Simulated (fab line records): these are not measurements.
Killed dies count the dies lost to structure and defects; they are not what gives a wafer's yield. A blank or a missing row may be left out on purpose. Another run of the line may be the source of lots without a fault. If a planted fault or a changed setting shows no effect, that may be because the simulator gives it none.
fab line records | flow n5_finfet
[record] lots = 7 | wafers = 39
route steps=1938 shown FIN_CUT@176 HKMG_FIN@438 GATE_CUT@469
start_h: hours from the record's first day to the start of the lot's first wafer shown | wait_h: hours from the lot's prior step to this one | " identical to the entry in the row above | L1.1+2: several wafers, shown together as one row | - value missing, or start not given | * or withheld: withheld | < > ~ a bound
route shown NAME@n: names a module that has steps shown in the file, with the first one's number in the route | usual: average and standard deviation across the fault-free wafers | same: alike in all rows | chamber/n: place in a boat | sites: per-site readings | _std_site: the standard deviation of these | _edge_site: the outer-site mean with the inner-site mean subtracted | radius_mm: how far each site lies from the wafer's centre | mask NAME#n: copy n | behind: the tool/chamber that last shaped the wafer | hold: why the lot was held/for how many hours/how that ended | device: which transistor (n, p or np) failed to switch | end of line: tests run on the same wafers once the route is complete | where a step has no rows: the recipe by itself | killed: count of dies lost to structure and defects at first sort (not the wafer's yield) | map: dies across one wafer; x = killed, . = not, _ = none there
set.NAME: the setting the step ran with; set.NAME@STEP: the setting that earlier step ran with | model.NAME: the simulator's own value behind a step, which no gauge read
lots where settings were altered on purpose, with a table for each step and a row for each wafer
[[steps]]
[step N5_FIN_CUT_CUT_ETCH_15]
[recipe] chemistry = HBr/Cl2/O2 | target = Si | target_depth_a = 1000 | bt_time_s = 10 | mask_material = SOC | time_s = 42.4 | ion_energy_ev = * | bias_w = * | pressure_mtorr = 10 | icp_w = 800 | HBr_flow_sccm = 150 | Cl2_flow_sccm = 80 | O2_flow_sccm = 12
lot.wafer | tool      | chamber | start_h | wait_h | set.target_depth_a | model.etch.depth_nm | model.FIN_CUT.feature_depth_nm | model.SOC_of_FIN_CUT_COAT_18.thk_nm
L078.1    | rie_si-02 | 0       | 52.17   | 0.1    | 1000               | 99.12               | 99.2                           | 171.6
L078.2    | "         | 1       | "       | "      | 1127               | 115.4               | 115.4                          | 166
L078.3    | "         | 2       | "       | "      | 1127               | 111.5               | 111.6                          | 167.2
L078.4    | "         | 3       | "       | "      | 1000               | 98.05               | 98                             | 172.6
L078.5    | "         | 1       | "       | "      | 1127               | 115                 | 115                            | 165.6
L078.6    | "         | 0       | "       | "      | 1000               | 98.92               | 99                             | 171.6
L080.1    | rie_si-01 | 2       | 64.98   | 0.1    | 1000               | 102                 | 102                            | 170
L080.2    | "         | 0       | "       | "      | 893.1              | 89.14               | 89.2                           | 174.8
L080.3    | "         | 3       | "       | "      | 893.1              | 90.27               | 90.2                           | 174.2
L080.4    | "         | 1       | "       | "      | 1000               | 98.57               | 98.6                           | 170.2
L080.5    | "         | 2       | "       | "      | 893.1              | 90.69               | 90.6                           | 174
L080.6    | "         | 1       | "       | "      | 1000               | 99.1                | 99.2                           | 171
L081.1    | rie_si-01 | 1       | 70.89   | 0.1    | 1000               | 98.25               | 98.2                           | 170.6
L081.2    | "         | 0       | "       | "      | 932.8              | 93.5                | 93.6                           | 171.8
L081.3    | "         | 3       | "       | "      | 1000               | 100.5               | 100.6                          | 169.2
L081.4    | "         | 2       | "       | "      | 932.8              | 94.27               | 94.2                           | 171
L081.5    | "         | 2       | "       | "      | 1000               | 101.1               | 101.2                          | 169
L081.6    | "         | 1       | "       | "      | 932.8              | 91.12               | 91.2                           | 173.4
L084.1    | rie_si-04 | 1       | 88.45   | 0.1    | 1076               | 108.7               | 108.8                          | 167.6
L084.2    | "         | 2       | "       | "      | 1076               | 106.6               | 106.6                          | 167.6
L084.3    | "         | 0       | "       | "      | 1000               | 99.98               | 100                            | 170.6
L084.4    | "         | 3       | "       | "      | 1000               | 104                 | 104                            | 168
L084.5    | "         | 1       | "       | "      | 1076               | 109.4               | 109.4                          | 167.4
L084.6    | "         | 0       | "       | "      | 1000               | 100.2               | 100.2                          | 170.6
L086.1    | rie_si-04 | 0       | 101.57  | 0.1    | 1000               | 99.77               | 99.8                           | 170.8
L086.4    | "         | 1       | "       | "      | 1000               | 102.4               | 102.4                          | 167.8
L086.5    | "         | 2       | "       | "      | 1000               | 98.16               | 98.2                           | 170.8
L094.1    | rie_si-01 | 3       | 148.91  | 0.1    | 1000               | 98.75               | 98.8                           | 170.6
L094.2    | "         | 2       | "       | "      | 1000               | 102.3               | 102.4                          | 168.6
L094.3    | "         | 0       | "       | "      | 1000               | 99.37               | 99.4                           | 170.2
L094.4    | "         | 1       | "       | "      | 956.7              | 92.57               | 92.6                           | 174.2
L094.5    | "         | 1       | "       | "      | 956.7              | 92.57               | 92.6                           | 174
L094.6    | "         | 0       | "       | "      | 956.7              | 94.3                | 94.2                           | 172.2
L096.1    | rie_si-01 | 0       | 159.69  | 0.1    | 932.3              | 93.32               | 93.4                           | 173.2
L096.2    | "         | 2       | "       | "      | 932.3              | 95.09               | 95                             | 172
L096.3    | "         | 1       | "       | "      | 1000               | 97.04               | 97                             | 171.2
L096.4    | "         | 3       | "       | "      | 932.3              | 93.09               | 93                             | 173.6
L096.5    | "         | 0       | "       | "      | 1000               | 100.1               | 100                            | 169.6
L096.6    | "         | 1       | "       | "      | 1000               | 96.91               | 97                             | 172.2
[step N5_HKMG_FIN_ETCH_35]
[recipe] chemistry = N2/H2 | target = SOC | target_depth_a = 2158 | ion_energy_ev = 65 | bias_w = 5 | source_w = 3000 | time_s = 243.4 | pressure_mtorr = 30 | n2_flow_sccm = 200 | h2_flow_sccm = 200
lot.wafer | tool        | chamber | start_h | wait_h | set.time_s | model.SOC_of_HKMG_FIN_COAT_29.thk_nm | model.etch.depth_nm | model.HKMG_FIN.feature_depth_nm
L078.1    | rie_diel-06 | 0       | 99.95   | 0.0    | 243.4      | 89                                   | 210.5               | 210.4
L078.2    | "           | 1       | "       | "      | 243.4      | 81.6                                 | 218.3               | 218.4
L078.3    | "           | 3       | "       | "      | 243.4      | 85.2                                 | 213.9               | 214
L078.4    | "           | 3       | "       | "      | 243.4      | 85.8                                 | 213.5               | 213.6
L078.5    | "           | 1       | "       | "      | 243.4      | 82.8                                 | 217.2               | 217.2
L078.6    | "           | 0       | "       | "      | 243.4      | 89.8                                 | 210.6               | 210.6
L080.1    | rie_diel-05 | 0       | 115.85  | 0.0    | 224.2      | 104.4                                | 194.5               | 194.4
L080.2    | "           | 1       | "       | "      | 243.4      | 72.6                                 | 226.6               | 226.6
L080.3    | "           | 3       | "       | "      | 224.2      | 89                                   | 210.1               | 210
L080.4    | "           | 2       | "       | "      | 224.2      | 95.4                                 | 203.8               | 203.8
L080.5    | "           | 3       | "       | "      | 243.4      | 70.2                                 | 228.6               | 228.6
L080.6    | "           | 2       | "       | "      | 243.4      | 78.6                                 | 219.6               | 219.6
L081.1    | rie_diel-05 | 2       | 117.44  | 0.0    | 243.4      | 76.4                                 | 224                 | 224
L081.2    | "           | 0       | "       | "      | 243.4      | 86                                   | 215                 | 215
L081.3    | "           | 1       | "       | "      | 243.4      | 70.8                                 | 229.7               | 229.6
L081.4    | "           | 3       | "       | "      | 243.4      | 69                                   | 231                 | 231
L081.5    | "           | 1       | "       | "      | 243.4      | 70.4                                 | 230                 | 230
L081.6    | "           | 2       | "       | "      | 243.4      | 77                                   | 223.2               | 223.2
L084.1    | rie_diel-06 | 3       | 138.09  | 0.0    | 243.4      | 72.6                                 | 226.5               | 226.4
L084.2    | "           | 1       | "       | "      | 243.4      | 80.4                                 | 219.1               | 219
L084.3    | "           | 2       | "       | "      | 243.4      | 72.4                                 | 226                 | 226
L084.4    | "           | 1       | "       | "      | 243.4      | 80.8                                 | 218.6               | 218.6
L084.5    | "           | 3       | "       | "      | 243.4      | 75.4                                 | 224.1               | 224.2
L084.6    | "           | 2       | "       | "      | 243.4      | 74.6                                 | 225                 | 225
L086.1    | rie_diel-05 | 3       | 153.40  | 0.0    | 243.4      | 72.6                                 | 227.8               | 227.8
L086.4    | "           | 0       | "       | "      | 243.4      | 85.6                                 | 214.1               | 214
L086.5    | "           | 1       | "       | "      | 243.4      | 74.8                                 | 224.4               | 224.4
L094.1    | rie_diel-04 | 2       | 196.69  | 0.0    | 297.7      | 47.4                                 | 251.1               | 251.2
L094.2    | "           | 1       | "       | "      | 243.4      | 82.2                                 | 216.8               | 216.8
L094.3    | "           | 1       | "       | "      | 297.7      | 33.8                                 | 264.7               | 264.6
L094.4    | "           | 2       | "       | "      | 297.7      | 46.6                                 | 253                 | 253
L094.5    | "           | 2       | "       | "      | 243.4      | 93.6                                 | 205.9               | 206
L094.6    | "           | 1       | "       | "      | 243.4      | 83.4                                 | 215.6               | 215.6
L096.1    | rie_diel-06 | 2       | 210.92  | 0.0    | 262.3      | 58.4                                 | 241.3               | 241.2
L096.2    | "           | 3       | "       | "      | 243.4      | 77.6                                 | 222.2               | 222.2
L096.3    | "           | 1       | "       | "      | 262.3      | 67.2                                 | 232.6               | 232.6
L096.4    | "           | 1       | "       | "      | 243.4      | 82.2                                 | 216.9               | 216.8
L096.5    | "           | 3       | "       | "      | 243.4      | 77                                   | 222.9               | 222.8
L096.6    | "           | 2       | "       | "      | 262.3      | 57                                   | 241.9               | 242
[step N5_GATE_CUT_ETCH_58]
[recipe] chemistry = CH3F/O2 | target = SiNx | target_depth_a = 170 | time_s = 128.6 | ion_energy_ev = 50 | pressure_mtorr = 30 | source_w = 415 | bias_w = 21 | Ar_flow_sccm = 150 | CH3F_flow_sccm = 30 | O2_flow_sccm = 20
lot.wafer | tool        | chamber | start_h | wait_h | set.target_depth_a | model.etch.depth_nm
L078.1    | rie_diel-02 | 0       | 104.42  | 0.1    | 181.3              | 17.76
L078.2    | "           | 3       | "       | "      | 170                | 16.9
L078.3    | "           | 1       | "       | "      | 170                | 16.44
L078.4    | "           | 3       | "       | "      | 181.3              | 17.99
L078.5    | "           | 1       | "       | "      | 181.3              | 17.84
L078.6    | "           | 0       | "       | "      | 170                | 16.72
L080.1    | rie_diel-02 | 0       | 120.25  | 0.0    | 151.3              | 14.82
L080.2    | "           | 3       | "       | "      | 170                | 16.79
L080.3    | "           | 1       | "       | "      | 170                | 16.57
L080.4    | "           | 2       | "       | "      | 151.3              | 15.27
L080.5    | "           | 2       | "       | "      | 151.3              | 15.23
L080.6    | "           | 3       | "       | "      | 170                | 16.81
L081.1    | rie_diel-01 | 2       | 122.00  | 0.0    | 170                | 17.51
L081.2    | "           | 1       | "       | "      | 161.2              | 16.15
L081.3    | "           | 3       | "       | "      | 170                | 17.49
L081.4    | "           | 0       | "       | "      | 161.2              | 15.76
L081.5    | "           | 1       | "       | "      | 161.2              | 15.99
L081.6    | "           | 2       | "       | "      | 170                | 17.37
L084.1    | rie_diel-02 | 0       | 142.89  | 0.3    | 170                | 16.87
L084.2    | "           | 2       | "       | "      | 170                | 17.05
L084.3    | "           | 3       | "       | "      | 170                | 16.95
L084.4+6  | "           | 1       | "       | "      | 170                | 16.64
L084.5    | "           | 0       | "       | "      | 170                | 16.96
L086.1    | rie_diel-02 | 0       | 157.97  | 0.0    | 170                | 16.98
L086.4    | "           | 3       | "       | "      | 170                | 17.21
L086.5    | "           | 2       | "       | "      | 170                | 17.38
L094.1    | rie_diel-01 | 1       | 201.46  | 0.0    | 178.2              | 17.91
L094.2    | "           | 3       | "       | "      | 170                | 17.47
L094.3    | "           | 2       | "       | "      | 170                | 17.46
L094.4    | "           | 0       | "       | "      | 170                | 16.62
L094.5    | "           | 1       | "       | "      | 178.2              | 17.66
L094.6    | "           | 0       | "       | "      | 178.2              | 17.4
L096.1    | rie_diel-02 | 2       | 215.71  | 0.4    | 148.5              | 15.24
L096.2    | "           | 0       | "       | "      | 170                | 16.98
L096.3    | "           | 3       | "       | "      | 148.5              | 14.84
L096.4    | "           | 1       | "       | "      | 170                | 16.77
L096.5    | "           | 2       | "       | "      | 148.5              | 15.3
L096.6    | "           | 3       | "       | "      | 170                | 17.12
[[key]]
[split] step = N5_FIN_CUT_CUT_ETCH_15 | setting = target_depth_a | stated = 1000 | by = wafer
[response] step = N5_FIN_CUT_CUT_ETCH_15 | reading = model.etch.depth_nm | change = +1.03 | per = 1% | r = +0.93
[response] step = N5_FIN_CUT_CUT_ETCH_15 | reading = model.FIN_CUT.feature_depth_nm | change = +1.03 | per = 1% | r = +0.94
[response] step = N5_FIN_CUT_CUT_ETCH_15 | reading = model.SOC_of_FIN_CUT_COAT_18.thk_nm | change = -0.398 | per = 1% | r = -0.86
[split] step = N5_HKMG_FIN_ETCH_35 | setting = time_s | stated = 243.4 | by = wafer
[response] step = N5_HKMG_FIN_ETCH_35 | reading = model.SOC_of_HKMG_FIN_COAT_29.thk_nm | change = -2.09 | per = 1% | r = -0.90
[response] step = N5_HKMG_FIN_ETCH_35 | reading = model.etch.depth_nm | change = +2.07 | per = 1% | r = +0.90
[response] step = N5_HKMG_FIN_ETCH_35 | reading = model.HKMG_FIN.feature_depth_nm | change = +2.07 | per = 1% | r = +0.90
[split] step = N5_GATE_CUT_ETCH_58 | setting = target_depth_a | stated = 170 | by = wafer
[response] step = N5_GATE_CUT_ETCH_58 | reading = model.etch.depth_nm | change = +0.156 | per = 1% | r = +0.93
